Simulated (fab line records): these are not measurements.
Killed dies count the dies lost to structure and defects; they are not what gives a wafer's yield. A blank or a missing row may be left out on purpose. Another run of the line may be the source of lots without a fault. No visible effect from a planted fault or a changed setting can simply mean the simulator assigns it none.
fab line records -- flow n5-finfet
record lots=6, wafers=16, last-day=17
route steps=1938 shown DUMMY_GATE@256 SPACER0@258 SD_EPI_N@262 BEOL_M4@1111
lots untouched by any fault: they come from a run of this same line in which no faults occurred
start-h: hours from the record's first day to the start of the lot's first wafer shown -- wait-h: how many hours have passed since the lot's step before this one -- " identical to the entry in the row above -- L1.1+2: several wafers, shown together as one row -- - either no value or no given start -- * or withheld: withheld -- < > ~ a bound
route shown NAME@n: a module of which the file shows steps, and the number in the route of the first -- usual: mean/standard deviation of fault-free wafers -- same: alike in all rows -- chamber/n: place in a boat -- sites: per-site readings -- _std_site: standard deviation of those values -- _edge_site: inner sites' mean taken away from outer sites' mean -- radius-mm: for every site, how far away it sits from the centre of the wafer -- mask NAME#n: copy n -- behind: the most recent tool/chamber to have shaped the wafer -- hold: what put the lot on hold/how long, in hours/how the hold closed -- device: the transistor (n, p or np) that didn't switch -- end of line: the route-end tests of the same wafers -- for a step that has no rows: nothing shown but its recipe -- killed: dies lost to structure and defects at the first sort, not the wafer's yield -- map: shows each die of a wafer: x if killed, . if not, _ if none is there
set.NAME: the setting the step ran with; set.NAME@STEP: the setting that earlier step ran with -- model.NAME: the simulator's own value behind a step, which no gauge read
a table for each step, a row for each wafer; lots at some steps of the route
services: the hour from which a tool's chamber was out of use, counted from the record's first day as start-h (under 0 if before that day), plus the number of hours and why
## steps
# step N5_DUMMY_GATE_UV_OZONE_45
# recipe time-s=120, pressure-torr=760, temp-c=25
# step N5_DUMMY_GATE_INSPECT_27
# recipe inspect-instrument=brightfield, mode=aei
# usual raw-defect-count=307/70
lot.wafer,tool,chamber,start-h,wait-h,raw-defect-count
L856.2,defect-inspect-02,-,72.99,0.0,194
L856.4,defect-inspect-02,-,72.99,0.0,245
L856.5,defect-inspect-02,-,72.99,0.0,227
L857.2,defect-inspect-02,-,79.99,0.0,292
L857.4,defect-inspect-02,-,79.99,0.0,303
L857.5,defect-inspect-02,-,79.99,0.0,417
L868.3,defect-inspect-01,-,143.01,0.0,254
L868.6,defect-inspect-01,-,143.01,0.0,333
L871.3,defect-inspect-01,-,163.78,0.0,335
L871.6,defect-inspect-01,-,163.78,0.0,217
L873.2,defect-inspect-01,-,173.39,0.0,300
L873.5,defect-inspect-01,-,173.39,0.0,315
L873.6,defect-inspect-01,-,173.39,0.0,180
L875.1,defect-inspect-01,-,192.02,0.0,255
L875.3,defect-inspect-01,-,192.02,0.0,275
L875.4,defect-inspect-01,-,192.02,0.0,277
# step N5_SPACER0_ALD_07
# recipe material=SiNx, target-thk-a=20, temp-c=400, ald-precursor-family=SiH2I2, ald-co-reactant=N2/H2-plasma, pressure-torr=2
# step N5_SPACER0_ALD_00
# recipe material=SiOCN, target-thk-a=35, temp-c=400, ald-precursor-family=alkyl-aminosilane, ald-co-reactant=O2/N2-plasma, pulse-time-s=3, purge-time-s=2, co-reactant-purge-time-s=2, ald-cycles=58, pressure-torr=2
# usual heater-power-w=782/44, precursor-pulse-height-rel=1.002/0.018, susceptor-temp-C=400.01/0.22
# same co-reactant-purge-time-s=2
lot.wafer,tool,chamber,start-h,wait-h,heater-power-w,precursor-pulse-height-rel,susceptor-temp-C
L856.2,ald-sin-03,3,73.18,0.1,766,1.017,400.17
L856.4,ald-sin-03,0,73.18,0.1,790,1.027,400.44
L856.5,ald-sin-03,2,73.18,0.1,835,1.015,399.75
L857.2,ald-sin-01,3,80.18,0.1,881,0.987,400.36
L857.4,ald-sin-01,1,80.18,0.1,791,1.028,399.77
L857.5,ald-sin-01,3,80.18,0.1,912,1.021,400.07
L868.3,ald-sin-04,2,143.20,0.1,837,0.980,399.96
L868.6,ald-sin-04,2,143.20,0.1,841,0.985,400.02
L871.3,ald-sin-03,2,163.98,0.1,853,0.975,399.53
L871.6,ald-sin-03,1,163.98,0.1,784,0.995,399.96
L873.2,ald-sin-01,1,173.58,0.1,794,0.991,400.05
L873.5,ald-sin-01,2,173.58,0.1,825,1.024,399.93
L873.6,ald-sin-01,1,173.58,0.1,810,1.032,399.88
L875.1,ald-sin-03,3,192.21,0.1,763,1.007,400.04
L875.3,ald-sin-03,0,192.21,0.1,770,1.004,400.12
L875.4,ald-sin-03,3,192.21,0.1,747,1.003,400.05
# step N5_SPACER0_ALD_08
# recipe material=SiNx, target-thk-a=20, temp-c=400, ald-precursor-family=SiH2I2, ald-co-reactant=N2/H2-plasma, pressure-torr=2
# usual heater-power-w=783/45, susceptor-temp-C=399.98/0.22
lot.wafer,tool,chamber,start-h,wait-h,heater-power-w,susceptor-temp-C
L856.2,ald-sin-03,3,73.44,0.1,778,400.00
L856.4,ald-sin-03,0,73.44,0.1,770,399.53
L856.5,ald-sin-03,2,73.44,0.1,830,400.15
L857.2,ald-sin-01,3,80.44,0.1,869,400.29
L857.4,ald-sin-01,1,80.44,0.1,780,399.76
L857.5,ald-sin-01,3,80.44,0.1,877,399.78
L868.3,ald-sin-04,2,144.31,1.0,842,400.03
L868.6,ald-sin-04,2,144.31,1.0,842,400.46
L871.3,ald-sin-03,2,164.23,0.1,848,399.47
L871.6,ald-sin-03,1,164.23,0.1,763,400.06
L873.2,ald-sin-01,1,173.84,0.1,794,399.70
L873.5,ald-sin-01,2,173.84,0.1,800,399.79
L873.6,ald-sin-01,1,173.84,0.1,786,399.81
L875.1,ald-sin-03,3,192.47,0.1,767,400.26
L875.3,ald-sin-03,0,192.47,0.1,813,399.77
L875.4,ald-sin-03,3,192.47,0.1,770,400.28
# step N5_SPACER0_INSPECT_04
# recipe inspect-instrument=darkfield, mode=post-dep
# usual raw-defect-count=139/29
lot.wafer,tool,chamber,start-h,wait-h,raw-defect-count
L856.2,defect-inspect-01,-,73.59,0.1,133
L856.4,defect-inspect-01,-,73.59,0.1,177
L856.5,defect-inspect-01,-,73.59,0.1,131
L857.2,defect-inspect-02,-,80.60,0.1,129
L857.4,defect-inspect-02,-,80.60,0.1,127
L857.5,defect-inspect-02,-,80.60,0.1,184
L868.3,defect-inspect-02,-,144.47,0.1,96
L868.6,defect-inspect-02,-,144.47,0.1,114
L871.3,defect-inspect-01,-,164.39,0.1,170
L871.6,defect-inspect-01,-,164.39,0.1,125
L873.2,defect-inspect-02,-,174.00,0.1,150
L873.5,defect-inspect-02,-,174.00,0.1,88
L873.6,defect-inspect-02,-,174.00,0.1,92
L875.1,defect-inspect-02,-,192.63,0.1,103
L875.3,defect-inspect-02,-,192.63,0.1,101
L875.4,defect-inspect-02,-,192.63,0.1,138
# step N5_SD_EPI_N_COAT_32
# recipe resist=SOC, temp-c=250, time-s=60, spin-rpm=1500, resist-thk-nm=350
# step N5_SD_EPI_N_COAT_33
# recipe resist=SiARC, temp-c=220, time-s=60, spin-rpm=1500, resist-thk-nm=35
# step N5_SD_EPI_N_COAT_03
# recipe resist=CAR-ArF-block, spin-rpm=1500, resist-thk-nm=150
# step N5_SD_EPI_N_EBR_05
# recipe solvent=PGMEA, ebr-width-mm=1.5
# step N5_SD_EPI_N_SOFTBAKE_04
# recipe temp-c=110, time-s=60, resist=CAR-ArF-block
# step N5_SD_EPI_N_EXPOSE_06
# recipe mask-id=SD_N_BLK, na=1.35, source-shape=conventional, sigma-outer=0.8, polarization=unpolarized, target-cd-nm=120, dose-mj=39.75
# step N5_SD_EPI_N_PEB_07
# recipe peb-temp-c=110, peb-time-s=60, resist=CAR-ArF-block
# usual heater-power-total-W=175.6/1.7
lot.wafer,tool,chamber,start-h,wait-h,heater-power-total-W
L856.2,litho-track-02,0,73.93,0.0,174.2
L856.4,litho-track-02,0,73.93,0.0,177.5
L856.5,litho-track-02,0,73.93,0.0,177.6
L857.2,litho-track-04,0,80.93,0.0,176.8
L857.4,litho-track-04,0,80.93,0.0,177.6
L857.5,litho-track-04,0,80.93,0.0,176.2
L868.3,litho-track-02,0,144.80,0.0,175.8
L868.6,litho-track-02,0,144.80,0.0,190.7
L871.3,litho-track-02,0,164.73,0.0,174.9
L871.6,litho-track-02,0,164.73,0.0,191.0
L873.2,litho-track-04,0,174.35,0.0,173.2
L873.5,litho-track-04,0,174.35,0.0,176.3
L873.6,litho-track-04,0,174.35,0.0,173.7
L875.1,litho-track-01,0,192.96,0.1,173.0
L875.3,litho-track-01,0,192.96,0.1,177.6
L875.4,litho-track-01,0,192.96,0.1,177.4
# step N5_SD_EPI_N_DEVELOP_08
# recipe develop-time-s=30, developer=TMAH, resist=CAR-ArF-block, dev-temp-c=23, rinse-liquid=diw, dry=air-spin
# step N5_SD_EPI_N_CD_MEAS_09
# recipe target-cd-nm=120, landing-energy-ev=500, detector=se-inlens
# usual cd-nm=120.1/1
lot.wafer,tool,chamber,start-h,wait-h,cd-nm
L856.2,cd-sem-01,0,73.99,-,118.9
L856.4,cd-sem-01,0,73.99,-,118.7
L856.5,cd-sem-01,0,73.99,-,119.2
L857.2,cd-sem-03,0,81.00,-,120.3
L857.4,cd-sem-03,0,81.00,-,119.2
L857.5,cd-sem-03,0,81.00,-,120.6
L868.3,cd-sem-01,0,144.87,-,119.7
L868.6,cd-sem-01,0,144.87,-,114.5
L871.3,cd-sem-01,0,164.79,-,120.5
L871.6,cd-sem-01,0,164.79,-,116.2
L873.2,cd-sem-03,0,174.42,-,121.7
L873.5,cd-sem-03,0,174.42,-,120.8
L873.6,cd-sem-03,0,174.42,-,119.4
L875.1,cd-sem-02,0,193.03,-,119.9
L875.3,cd-sem-02,0,193.03,-,119.3
L875.4,cd-sem-02,0,193.03,-,119.7
# step N5_SD_EPI_N_OVL_MEAS_10
# recipe points-per-wafer=44
# usual SD_N_BLK_OVL=-0.5/0.8
lot.wafer,tool,chamber,start-h,wait-h,SD_N_BLK_OVL[nm]
L856.2,overlay-01,0,74.02,0.0,-1.0
L856.4,overlay-01,0,74.02,0.0,-1.2
L856.5,overlay-01,0,74.02,0.0,-0.1
L857.2,overlay-01,0,81.03,0.0,0.1
L857.4,overlay-01,0,81.03,0.0,-0.8
L857.5,overlay-01,0,81.03,0.0,0.0
L868.3,overlay-01,0,144.90,0.0,-0.5
L868.6,overlay-01,0,144.90,0.0,-0.8
L871.3,overlay-02,0,164.82,0.0,-0.9
L871.6,overlay-02,0,164.82,0.0,-2.1
L873.2,overlay-02,0,174.45,0.0,-0.5
L873.5,overlay-02,0,174.45,0.0,-0.9
L873.6,overlay-02,0,174.45,0.0,-1.4
L875.1,overlay-01,0,193.06,0.0,-2.8
L875.3,overlay-01,0,193.06,0.0,-3.0
L875.4,overlay-01,0,193.06,0.0,-1.6
# step N5_SD_EPI_N_INSPECT_11
# recipe mode=adi, inspect-instrument=macro
# usual raw-defect-count=2.2/1.5
lot.wafer,tool,chamber,start-h,wait-h,raw-defect-count
L856.2,defect-inspect-01,-,74.05,0.0,2
L856.4,defect-inspect-01,-,74.05,0.0,2
L856.5,defect-inspect-01,-,74.05,0.0,1
L857.2,defect-inspect-01,-,81.05,0.0,1
L857.4,defect-inspect-01,-,81.05,0.0,1
L857.5,defect-inspect-01,-,81.05,0.0,6
L868.3,defect-inspect-01,-,144.92,0.0,2
L868.6,defect-inspect-01,-,144.92,0.0,0
L871.3,defect-inspect-02,-,164.85,0.0,1
L871.6,defect-inspect-02,-,164.85,0.0,2
L873.2,defect-inspect-02,-,174.47,0.0,5
L873.5,defect-inspect-02,-,174.47,0.0,4
L873.6,defect-inspect-02,-,174.47,0.0,2
L875.1,defect-inspect-02,-,193.09,0.0,2
L875.3,defect-inspect-02,-,193.09,0.0,0
L875.4,defect-inspect-02,-,193.09,0.0,1
# step N5_SD_EPI_N_DESCUM_14
# recipe chemistry=O2, time-s=7.9, source-power-w=50, bias-power-w=20, pressure-mtorr=20, rf-frequency-hz=2.712e+07, temp-c=40, resist=CAR-ArF-block, o2-flow-sccm=225
# usual drypump-motor-current-A=5.7/0.59, oes-product-au=0.76/0.087, rf-vpp-V=243.1/1.5, showerhead-plenum-p-Torr=2.09/0.077, throttle-valve-pct=20.5/0.31
lot.wafer,tool,chamber,start-h,wait-h,drypump-motor-current-A,oes-product-au,rf-hours-counter-h,rf-vpp-V,showerhead-plenum-p-Torr,throttle-valve-pct,model.SD_EPI_N.cd-nm
L856.2,rie-diel-06,0,74.08,0.0,6.3,0.71,208,242.5,2.05,20.7,119.6
L856.4,rie-diel-06,1,74.08,0.0,4.8,0.73,173,243.1,2.05,20.3,118.8
L856.5,rie-diel-06,0,74.08,0.0,6.2,0.71,-,242.4,2.06,20.7,119.6
L857.2,rie-diel-04,2,81.17,0.1,5.7,0.69,221,241.8,2.05,20.5,120
L857.4,rie-diel-04,1,81.17,0.1,5.8,0.72,199,244.3,2.18,21.2,119.2
L857.5,rie-diel-04,0,81.17,0.1,6.7,0.76,-,244.8,2.16,20.2,120.4
L868.3,rie-diel-05,1,144.95,0.0,5.3,0.66,241,239.8,1.96,20.7,119.6
L868.6,rie-diel-05,1,144.95,0.0,5.3,0.67,-,241.5,1.96,20.7,114.8
L871.3,rie-diel-06,1,165.16,0.3,4.8,0.69,202,242.8,2.04,20.4,120.2
L871.6,rie-diel-06,0,165.16,0.3,6.2,0.69,-,242.2,2.04,20.8,116.8
L873.2,rie-diel-04,0,174.64,0.2,6.7,0.72,183,243.6,2.15,20.2,121.6
L873.5,rie-diel-04,3,174.64,0.2,6.2,0.77,-,240.9,2.01,20.6,120.8
L873.6,rie-diel-04,1,174.64,0.2,5.8,0.68,-,242.6,2.17,21.2,119.8
L875.1,rie-diel-04,3,193.74,0.7,6.2,0.76,130,241.9,2.01,20.7,119.8
L875.3,rie-diel-04,2,193.74,0.7,5.7,0.98,4,244.2,2.04,20.2,119.4
L875.4,rie-diel-04,1,193.74,0.7,5.9,0.69,243,243.7,2.17,21.2,119.6
# step N5_SD_EPI_N_ETCH_34
# recipe chemistry=CF4, target=SiARC, target-depth-a=455, mask-material=CAR-ArF-block, time-s=75.8, ion-energy-ev=80, pressure-mtorr=40, source-w=545, bias-w=36, Ar_flow_sccm=100, cf4-flow-sccm=100, ends=cleared
# usual drypump-motor-current-A=5.7/0.59, etch-rf-on-time-s=75.7/1.9, oes-product-au=0.65/0.068, rf-vpp-V=184.1/1.1, showerhead-plenum-p-Torr=2.14/0.073, throttle-valve-pct=15.76/0.28
lot.wafer,tool,chamber,start-h,wait-h,drypump-motor-current-A,etch-rf-on-time-s,oes-product-au,rf-hours-counter-h,rf-vpp-V,showerhead-plenum-p-Torr,throttle-valve-pct
L856.2,rie-diel-06,0,74.12,0.0,6.2,74.7,0.62,208,184.1,2.12,15.99
L856.4,rie-diel-06,1,74.12,0.0,4.8,75.6,0.63,173,183.5,2.13,15.73
L856.5,rie-diel-06,0,74.12,0.0,6.3,75.1,0.61,-,184.7,2.12,16.00
L857.2,rie-diel-04,2,81.21,0.0,5.7,77.3,0.58,221,184.5,2.10,15.83
L857.4,rie-diel-04,1,81.21,0.0,5.9,71.6,0.64,199,184.6,2.21,16.15
L857.5,rie-diel-04,0,81.21,0.0,6.7,75.8,0.65,-,185.3,2.23,15.66
L868.3,rie-diel-05,1,144.99,0.0,5.3,75.4,0.58,241,182.8,2.02,16.00
L868.6,rie-diel-05,1,144.99,0.0,5.3,75.6,0.58,-,181.7,2.02,15.99
L871.3,rie-diel-06,1,165.20,0.0,4.8,77.0,0.60,202,184.5,2.12,15.79
L871.6,rie-diel-06,0,165.20,0.0,6.3,75.9,0.59,-,185.8,2.11,16.05
L873.2,rie-diel-04,0,174.68,0.0,6.7,76.7,0.63,183,183.9,2.22,15.69
L873.5,rie-diel-04,3,174.68,0.0,6.2,78.7,0.64,-,182.9,2.08,15.87
L873.6,rie-diel-04,1,174.68,0.0,5.9,73.3,0.60,-,184.8,2.20,16.22
L875.1,rie-diel-04,3,193.78,0.0,6.2,78.6,0.64,130,183.7,2.07,15.89
L875.3,rie-diel-04,2,193.78,0.0,5.7,78.7,0.82,4,183.3,2.09,15.38
L875.4,rie-diel-04,1,193.78,0.0,5.8,73.0,0.59,243,185.3,2.20,16.25
# step N5_SD_EPI_N_ETCH_35
# recipe chemistry=N2/H2, target=SOC, overetch-a=1080, mask-material=SiARC, temp-c=40, ion-energy-ev=100, source-w=3000, bias-w=133, pressure-mtorr=20, time-s=486, n2-flow-sccm=200, h2-flow-sccm=200
# step N5_SD_EPI_N_STRIP_36
# recipe chemistry=N2/H2, temp-c=40, n2-flow-sccm=200, h2-flow-sccm=200, rf-frequency-hz=6e+07
# step N5_SD_EPI_N_ETCHBACK_44
# recipe chemistry=CH3F/O2, mode=anisotropic-etchback, target=SiNx, target-depth-a=145, stop-on=SiO2, over-etch-frac=0.3, ion-energy-ev=120, pressure-mtorr=30, source-w=395, bias-w=73, Ar_flow_sccm=150, CH3F_flow_sccm=30, O2_flow_sccm=20
# step N5_SD_EPI_N_ETCH_45
# recipe chemistry=CH3F/O2, target=SiOCN, target-depth-a=60, mask-material=SOC, ion-energy-ev=60, bias-w=29, pressure-mtorr=15, source-w=410, Ar_flow_sccm=150, CH3F_flow_sccm=30, O2_flow_sccm=20
# usual O2_flow_sccm=20.00/0.058, drypump-motor-current-A=5.7/0.59, oes-product-au=0.76/0.082, rf-vpp-V=127.5/1, showerhead-plenum-p-Torr=1.99/0.071, throttle-valve-pct=23.4/0.35
lot.wafer,tool,chamber,start-h,wait-h,O2_flow_sccm,drypump-motor-current-A,oes-product-au,rf-hours-counter-h,rf-vpp-V,showerhead-plenum-p-Torr,throttle-valve-pct
L856.2,rie-diel-06,0,74.60,0.1,19.93,6.2,0.71,208,125.8,1.96,23.6
L856.4,rie-diel-06,1,74.60,0.1,19.96,4.8,0.72,174,128.6,1.97,23.3
L856.5,rie-diel-06,0,74.60,0.1,20.05,6.2,0.71,-,125.9,1.96,23.7
L857.2,rie-diel-04,2,81.69,0.1,20.01,5.7,0.70,221,127.3,1.94,23.3
L857.4,rie-diel-04,1,81.69,0.1,20.03,5.9,0.74,200,130.0,2.07,24.1
L857.5,rie-diel-04,0,81.69,0.1,19.95,6.7,0.77,-,130.3,2.08,23.2
L868.3,rie-diel-05,1,145.47,0.1,19.96,5.3,0.68,241,127.3,1.87,23.6
L868.6,rie-diel-05,1,145.47,0.1,20.00,5.3,0.68,-,127.6,1.87,23.6
L871.3,rie-diel-06,1,165.68,0.1,20.01,4.8,0.71,202,125.2,1.96,23.3
L871.6,rie-diel-06,0,165.68,0.1,19.98,6.2,0.69,-,127.6,1.95,23.7
L873.2,rie-diel-04,0,175.16,0.1,19.97,6.7,0.74,183,128.0,2.07,23.2
L873.5,rie-diel-04,3,175.16,0.1,20.07,6.2,0.77,-,126.4,1.94,23.7
L873.6,rie-diel-04,1,175.16,0.1,20.01,5.9,0.69,-,129.0,2.06,24.1
L875.1,rie-diel-04,3,194.26,0.1,20.04,6.2,0.76,130,126.7,1.94,23.7
L875.3,rie-diel-04,2,194.26,0.1,20.05,5.7,0.98,5,126.3,1.93,23.1
L875.4,rie-diel-04,1,194.26,0.1,20.02,5.9,0.69,243,126.7,2.06,24.1
# step N5_SD_EPI_N_ETCH_16
# recipe chemistry=CHF3/O2, target=SiO2, target-depth-a=50, mask-material=SOC, pressure-mtorr=30, source-w=650, bias-w=170, Ar_flow_sccm=200, CHF3_flow_sccm=50, O2_flow_sccm=5, ion-energy-ev=200
# step N5_SD_EPI_N_STRIP_47
# recipe chemistry=CHF3/O2, resist=SiARC, rf-frequency-hz=6e+07
# step N5_SD_EPI_N_SD_RECESS_17
# recipe chemistry=HBr/Cl2/O2, target-depth-a=410, mask-material=SOC, time-s=23.7, bt-time-s=3, pressure-mtorr=10, icp-w=800, bias-w=112, HBr_flow_sccm=150, Cl2_flow_sccm=80, O2_flow_sccm=12
# usual HBr_flow_sccm=150.0/0.43, O2_flow_sccm=12.01/0.034, drypump-motor-current-A=5.6/0.35, oes_o_777_au=1.011/0.017, oes-product-au=1.002/0.015, throttle-valve-pct=37.1/0.36
lot.wafer,tool,chamber,start-h,wait-h,HBr_flow_sccm,O2_flow_sccm,drypump-motor-current-A,oes_o_777_au,oes-product-au,rf-hours-counter-h,throttle-valve-pct,model.SD_EPI_N.cd-nm
L856.2,rie-si-03,1,74.77,0.0,150.1,12.04,6.0,1.000,0.994,114,37.3,119.2
L856.4,rie-si-03,0,74.77,0.0,150.7,11.98,5.3,1.001,0.996,187,37.6,117
L856.5,rie-si-03,1,74.77,0.0,150.8,12.05,6.0,1.004,0.994,-,37.3,119.8
L857.2,rie-si-03,2,81.86,0.0,149.5,12.00,5.8,0.990,1.020,19,37.1,117.2
L857.4,rie-si-03,3,81.86,0.0,149.8,11.99,5.2,1.029,0.985,58,36.8,119.2
L857.5,rie-si-03,2,81.86,0.0,150.5,11.96,5.8,0.995,1.017,-,37.1,119.2
L868.3,rie-si-06,3,145.64,0.0,149.3,11.98,4.9,1.003,1.018,7,37.3,118.8
L868.6,rie-si-06,3,145.64,0.0,150.4,12.03,4.9,1.000,1.020,-,37.3,113.2
L871.3,rie-si-06,1,165.85,0.0,149.8,12.00,5.8,1.050,1.031,5,37.1,120.2
L871.6,rie-si-06,1,165.85,0.0,149.5,12.03,5.8,1.040,1.021,-,37.1,116.8
L873.2,rie-si-06,2,175.33,0.0,149.8,12.05,5.5,1.004,0.984,116,36.4,121
L873.5,rie-si-06,0,175.33,0.0,150.8,12.05,6.0,1.010,0.999,-,37.4,119.4
L873.6,rie-si-06,1,175.33,0.0,150.0,12.03,5.8,1.047,1.030,-,37.1,120.6
L875.1,rie-si-05,1,194.43,0.0,150.3,12.01,5.6,0.992,0.998,84,37.6,120.6
L875.3,rie-si-05,3,194.43,0.0,149.8,11.98,5.3,0.984,0.979,108,36.9,118.4
L875.4,rie-si-05,0,194.43,0.0,150.7,12.03,6.0,1.011,1.019,91,37.5,122
# step N5_SD_EPI_N_STRIP_38
# recipe chemistry=N2/H2, power-w=1000, temp-c=250, h2-frac=0.65, overash-fraction=0.3, pressure-mtorr=withheld, n2-flow-sccm=1750, h2-flow-sccm=3250
# usual drypump-motor-current-A=5.67/0.053, heater-power-w=342/22, oes-product-au=0.762/0.012
lot.wafer,tool,chamber,start-h,wait-h,drypump-motor-current-A,heater-power-w,oes-product-au,rf-hours-counter-h
L856.2,plasma-asher-01,1,74.86,0.1,5.61,325,0.749,92
L856.4,plasma-asher-01,0,74.86,0.1,5.62,320,0.771,-
L856.5,plasma-asher-01,0,74.86,0.1,5.62,328,0.751,-
L857.2,plasma-asher-01,0,81.95,0.1,5.60,320,0.777,94
L857.4,plasma-asher-01,0,81.95,0.1,5.63,317,0.760,-
L857.5,plasma-asher-01,0,81.95,0.1,5.59,315,0.748,-
L868.3,plasma-asher-01,0,145.75,0.1,5.59,312,0.735,-
L868.6,plasma-asher-01,0,145.75,0.1,5.62,319,0.753,-
L871.3,plasma-asher-02,0,165.97,0.1,5.70,364,0.759,-
L871.6,plasma-asher-02,1,165.97,0.1,5.75,370,0.766,-
L873.2,plasma-asher-01,0,175.43,0.1,5.61,313,0.757,116
L873.5,plasma-asher-01,0,175.43,0.1,5.66,324,0.756,-
L873.6,plasma-asher-01,1,175.43,0.1,5.67,328,0.733,-
L875.1,plasma-asher-01,1,194.53,0.1,5.64,327,0.790,120
L875.3,plasma-asher-01,1,194.53,0.1,5.62,332,0.776,-
L875.4,plasma-asher-01,0,194.53,0.1,5.61,317,0.747,-
# step N5_BEOL_M4_RC_MEAS_101
# usual DIBL_N=36.8/2.2, DIBL_P=37.0/2.8, IOFF_N=0.18/0.043, IOFF_P=0.23/0.05, ION_N=680/14, ION_P=466/9.1, SS_N=71.7/0.74, SS_P=73.5/0.79, VT_N=248/4, VT_P=-249/4.1
lot.wafer,tool,chamber,start-h,wait-h,DIBL_N[mV/V],DIBL_P[mV/V],IOFF_N[nA/um],IOFF_P[nA/um],ION_N[uA/um],ION_P[uA/um],SS_N[mV/dec],SS_P[mV/dec],VT_N[mV],VT_P[mV]
L856.2,prober-01,0,200.53,0.4,38.9,41.4,0.22,0.23,701,473,72.8,74.2,244,-252
L856.4,prober-01,0,200.53,0.4,35.7,38.3,0.15,0.18,676,453,71.7,73.8,252,-258
L856.5,prober-01,0,200.53,0.4,38.4,41.4,0.21,0.24,686,456,72.4,74.6,247,-253
L857.2,prober-01,0,203.74,0.2,37.0,38.2,0.16,0.20,687,463,72.2,73.1,250,-253
L857.4,prober-01,0,203.74,0.2,32.5,33.8,0.10,0.15,658,453,71.3,71.4,258,-255
L857.5,prober-01,0,203.74,0.2,39.7,42.1,0.23,0.26,692,468,73.0,74.4,246,-250
L868.3,prober-02,0,255.53,0.3,40.1,37.2,0.20,0.20,672,447,73.7,73.9,252,-253
L868.6,prober-02,0,255.53,0.3,40.2,38.2,0.23,0.22,689,453,73.5,74.5,246,-250
L871.3,prober-01,0,284.82,0.3,39.8,40.3,0.25,0.30,703,480,72.1,73.8,242,-242
L871.6,prober-01,0,284.82,0.3,36.5,37.5,0.17,0.24,676,468,72.0,73.3,248,-248
L873.2,prober-01,0,291.65,0.2,38.2,36.8,0.20,0.21,685,460,73.4,73.5,249,-253
L873.5,prober-01,0,291.65,0.2,39.9,39.7,0.23,0.27,689,469,73.1,74.4,244,-247
L873.6,prober-01,0,291.65,0.2,35.9,35.6,0.16,0.20,680,461,71.6,73.0,252,-253
L875.1,prober-02,0,298.90,0.0,37.5,38.4,0.21,0.27,689,477,72.1,73.1,244,-242
L875.3,prober-02,0,298.90,0.0,35.7,37.0,0.18,0.24,687,477,71.6,73.1,244,-246
L875.4,prober-02,0,298.90,0.0,34.9,34.6,0.16,0.20,671,465,71.3,73.1,247,-249
## services
tool,chamber,start-h,hours,kind
rie-si-03,1,51.92,2.9,repair
rie-diel-05,-,61.60,0.2,repair
rie-si-05,-,64.11,0.3,repair
rie-si-05,-,69.10,0.4,repair
ald-sin-01,-,85.43,14.0,pm
rie-si-05,0,88.62,8.0,repair
rie-si-03,2,99.67,9.3,repair
ald-sin-01,-,103.42,0.9,repair
rie-si-06,2,119.28,4.6,repair
plasma-asher-02,-,126.47,15.6,pm
rie-diel-04,0,138.65,5.3,repair
ald-sin-04,0,141.81,9.5,repair
rie-diel-06,0,147.08,5.7,repair
rie-si-06,3,157.78,6.6,repair
rie-diel-04,2,159.67,-,clean
rie-diel-04,2,159.67,-,consumable-replace:focus-ring
rie-diel-04,2,159.67,21.8,scheduled-down
rie-diel-04,2,159.67,21.8,vent-cycle
rie-si-03,-,171.10,8.5,repair
rie-si-05,-,171.24,14.6,pm
ald-sin-03,-,176.75,14.0,pm
ald-sin-03,0,176.75,14.0,vent-cycle
ald-sin-03,1,176.75,19.9,vent-cycle
ald-sin-03,2,176.75,14.0,vent-cycle
## key
first-sign step=N5_SD_EPI_N_PEB_07, reading=heater-power-total-W, direction=up, sigmas=8.9, usual=*, struck=*
effect step=N5_SD_EPI_N_CD_MEAS_09, reading=cd-nm, direction=down, sigmas=4.7, usual=120.1, struck=115.3
model-effect step=N5_SD_EPI_N_DESCUM_14, value=SD_EPI_N.cd-nm, without=120, struck=115.8
model-effect step=N5_SD_EPI_N_SD_RECESS_17, value=SD_EPI_N.cd-nm, without=119.3, struck=115
met-at N5_SD_EPI_N_PEB_07
struck-wafers L868.6,L871.6
sort-left-out L868.6,L871.6
onset-between 73.93 144.80
fault kind=process-parameter-drift, tool=litho-track-02, chamber=-, onset-h=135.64, steps=N5_SD_EPI_N_PEB_07, channel=peb-time-s, offset=*, shape=step, end-h=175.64, scope=struck-wafers-only, acts-in=*, stated=*
# sort-left-out: the simulated sort isn't trusted on such a fault, so these wafers' sort isn't shown, and their yield isn't known
